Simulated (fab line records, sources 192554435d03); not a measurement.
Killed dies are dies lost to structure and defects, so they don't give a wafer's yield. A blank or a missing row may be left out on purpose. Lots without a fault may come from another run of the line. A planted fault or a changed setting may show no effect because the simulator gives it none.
A struck lot beside a sound one | flow n5_finfet | 40 steps out of a route of 1938
Sound: wafers L575.1, L575.3, L575.4. Struck: wafers L570.2, L570.4, L570.5. The cause comes at the end.
At each step with rows: each side's tool, then ch and its chambers, then its first start. Under that, the readings that differ: sound wafers | struck wafers | difference of the means | sigmas: that difference in standard deviations of wafers without a fault.
alike: readings whose means differ by less than 2 such deviations, and words and numbers that are the same on both sides. not compared: withheld readings, readings that some wafer has no value for, bounds like >300 that may hide the same value, and numbers for which the record gives no deviation and whose values overlap.
The two part at a step that has a row with sigmas, a row that says differs or no value, or rows on one side only. Numbers that don't overlap but have no deviation are shown without sigmas and don't part them. A reading that every wafer of one side lacks parts them only if that side has two wafers or more.

N5_SD_EPI_P_ETCH_36: etches SiARC in CF4, target depth 45.5 nm, time 75.8 s.
  sound on rie_diel-06 ch 1,2,3, day 7 05:50; struck on rie_diel-02 ch 0,3, day 5 22:55
  alike: bias_w, drypump_motor_current_A, etch_rf_on_time_s, oes_product_au, rf_vpp_V, showerhead_plenum_p_Torr, throttle_valve_pct
  not compared: rf_hours_counter_h
then, 4 steps without rows for these wafers: N5_SD_EPI_P_ETCH_37 (etches SOC in N2/H2, overetch 108 nm, time 486 s); N5_SD_EPI_P_STRIP_38 (strips in N2/H2); N5_SD_EPI_P_ETCHBACK_46 (etches SiNx in CH3F/O2, stops on SiO2, target depth 17.5 nm); N5_SD_EPI_P_ETCH_47 (etches SiOCN in CH3F/O2, target depth 25 nm).
N5_SD_EPI_P_ETCH_16: etches SiO2 in CHF3/O2, target depth 5 nm.
  sound on rie_diel-06 ch 1,2,3, day 7 06:25; struck on rie_diel-02 ch 0,3, day 5 23:29
  alike: O2_flow_sccm, bias_w, drypump_motor_current_A, oes_o_777_au, oes_product_au, rf_vpp_V, showerhead_plenum_p_Torr, throttle_valve_pct
  not compared: rf_hours_counter_h
then, 6 steps without rows for these wafers: N5_SD_EPI_P_STRIP_50 (strips in CHF3/O2); N5_SD_EPI_P_SD_RECESS_17 (chemistry HBr/Cl2/O2, target depth 39.1 nm, bt time 3 s); N5_SD_EPI_P_WET_ETCH_45 (etches SiO2 in dHF, time 10.7 s, target depth 2 nm, rinse time 30 s); N5_SD_EPI_P_STRIP_40 (strips in N2/H2); N5_SD_EPI_P_PRECLEAN_52 (cleans in O3/DIW, time 60 s); N5_SD_EPI_P_SRD_20 (time 30 s).
N5_SD_EPI_P_PRECLEAN_51: cleans in NF3:NH3, afs cycles 1, time 20 s, sublimation time 60 s.
  sound on epi_rpcvd-01 ch 0, day 7 06:47; struck on epi_rpcvd-01, day 5 23:54
  no value came back on the struck wafers for afs_cycles, chamber_pressure_Torr (Torr), time_s (s); on the sound wafers afs_cycles reads 1 1 1
  reading                                     | sound       | struck | difference | sigmas
  model.SiNx_of_SD_EPI_N_LINER_46.thk_nm (nm) | 2.6 2.6 2.6 | 3 3 3  | +0         |
then, 1 step without rows for these wafers: N5_SD_EPI_P_VAPOR_ETCH_44 (etches SiGe30 in NF3/Ar, time 3.3 s).
N5_SD_EPI_P_EPI_21: deposits SiGe:B, time 355 s.
  sound on epi_rpcvd-01 ch 0, day 7 07:08; struck on epi_rpcvd-01 ch 0, day 6 00:35
  reading                                     | sound          | struck      | difference | sigmas
  model.SiGe-B_of_SD_EPI_P_EPI_21.thk_nm (nm) | 60.4 60.4 60.4 | 0.4 1.6 0.6 | -59.5      |
then, 6 steps without rows for these wafers: N5_SD_EPI_P_HM_STRIP_48 (strips SiNx in H3PO4, material SiNx, target depth 3 nm); N5_SD_EPI_P_SRD_49 (time 30 s); N5_SD_EPI_P_PRECLEAN_24 (cleans in O3/DIW, time 45 s); N5_SD_EPI_P_PRECLEAN_32 (cleans in dHF, time 10 s); N5_SD_EPI_P_PRECLEAN_33 (cleans in SC2, time 45 s); N5_SD_EPI_P_SRD_25 (time 30 s).
N5_SD_EPI_P_INSPECT_26: inspects for defects (darkfield).
  sound on defect_inspect-02, day 7 09:32; struck on defect_inspect-01, day 6 02:36
  alike: raw_defect_count
then, 2 steps without rows for these wafers: N5_SD_ACTIVATION_RTA_00 (time 0 s); N5_SD_ACTIVATION_LSA_01 (time 0.0008 s).
N5_SD_ACTIVATION_INSPECT_02: inspects for defects (darkfield).
  sound on defect_inspect-02, day 7 10:25; struck on defect_inspect-01, day 6 03:21
  alike: raw_defect_count
N5_ILD0_LINER_00: material SiNx, target thk 4 nm, pulse time 1 s, purge time 2 s.
  sound on ald_sin-01 ch 0,1,2, day 7 10:28; struck on ald_sin-01 ch 1,2,3, day 6 03:23
  alike: heater_power_w, precursor_pulse_height_rel
then, 3 steps without rows for these wafers: N5_ILD0_FCVD_FILL_01 (material SiO2 flowable, target thk 200 nm, time 328.3 s); N5_ILD0_CURE_02 (time 1800 s); N5_ILD0_CMP_03 (polishes, stops on SiNx, t overpolish 1.9 s, target thk 197.38 nm).
N5_ILD0_THK_MEAS_04:
  sound on film_metro-01, day 7 13:07; struck on film_metro-01, day 6 06:11
  alike: thk_nm
N5_ILD0_CMP_07: polishes SiO2 flowable, stops on poly-Si, t overpolish 1.18 s, target thk 138.88 nm.
  sound on cmp-01 ch 0,2,3, day 7 13:09; struck on cmp-01 ch 1,2,3, day 6 06:13
  alike: motor_current_A, platen_rpm
N5_ILD0_THK_MEAS_08:
  sound on film_metro-01, day 7 13:26; struck on film_metro-01, day 6 06:31
  alike: thk_nm
then, 3 steps without rows for these wafers: N5_ILD0_PRECLEAN_10 (cleans in NF3:NH3, afs cycles 5, time 20 s, sublimation time 60 s); N5_ILD0_ALD_15 (deposits SiNx, target thk 24 nm, pulse time 1 s, ald cycles 480); N5_ILD0_CMP_12 (polishes SiNx, stops on poly-Si, t overpolish 6 s, target thk 17.67 nm).
N5_ILD0_THK_MEAS_13:
  sound on film_metro-01, day 7 16:40; struck on film_metro-01, day 6 09:55
  alike: thk_nm
N5_ILD0_INSPECT_06: inspects for defects (darkfield).
  sound on defect_inspect-02, day 7 16:41; struck on defect_inspect-01, day 6 09:56
  alike: raw_defect_count
N5_SDB_HM_DEP_00: deposits SiNx from SiH4/NH3/N2, target thk 40 nm, time 35.3 s.
  sound on pecvd-04 ch 0,1,2, day 7 16:44; struck on pecvd-01 ch 1,2, day 6 09:58
  alike: heater_power_w, showerhead_plenum_p_Torr, throttle_valve_pct
then, 1 step without rows for these wafers: N5_SDB_COAT_03 (time 60 s, resist thk 100 nm).
N5_MOL_CONTACT_COAG_ETCH_110: etches Si in CF4/O2, target depth 2.5 nm, time 8 s.
  sound on rie_diel-01 ch 0,1,2, day 8 14:45; struck on rie_diel-01 ch 1,3, day 7 09:25
  reading                                     | sound          | struck      | difference | sigmas
  model.SiGe-B_of_SD_EPI_P_EPI_21.thk_nm (nm) | 57.6 57.4 57.6 | 0.4 1.4 0.6 | -56.7      |
  alike: O2_flow_sccm, bias_w, drypump_motor_current_A, oes_o_777_au, oes_product_au, rf_vpp_V, showerhead_plenum_p_Torr, throttle_valve_pct
  not compared: rf_hours_counter_h

WHERE THEY PART
Only at N5_SD_EPI_P_PRECLEAN_51, within this record. Later steps at which nothing parts them and some readings are alike: N5_SD_EPI_P_INSPECT_26, N5_SD_ACTIVATION_INSPECT_02, N5_ILD0_LINER_00, N5_ILD0_THK_MEAS_04, N5_ILD0_CMP_07, N5_ILD0_THK_MEAS_08, N5_ILD0_THK_MEAS_13, N5_ILD0_INSPECT_06, N5_SDB_HM_DEP_00, N5_MOL_CONTACT_COAG_ETCH_110.

WHY: what the simulator had put in
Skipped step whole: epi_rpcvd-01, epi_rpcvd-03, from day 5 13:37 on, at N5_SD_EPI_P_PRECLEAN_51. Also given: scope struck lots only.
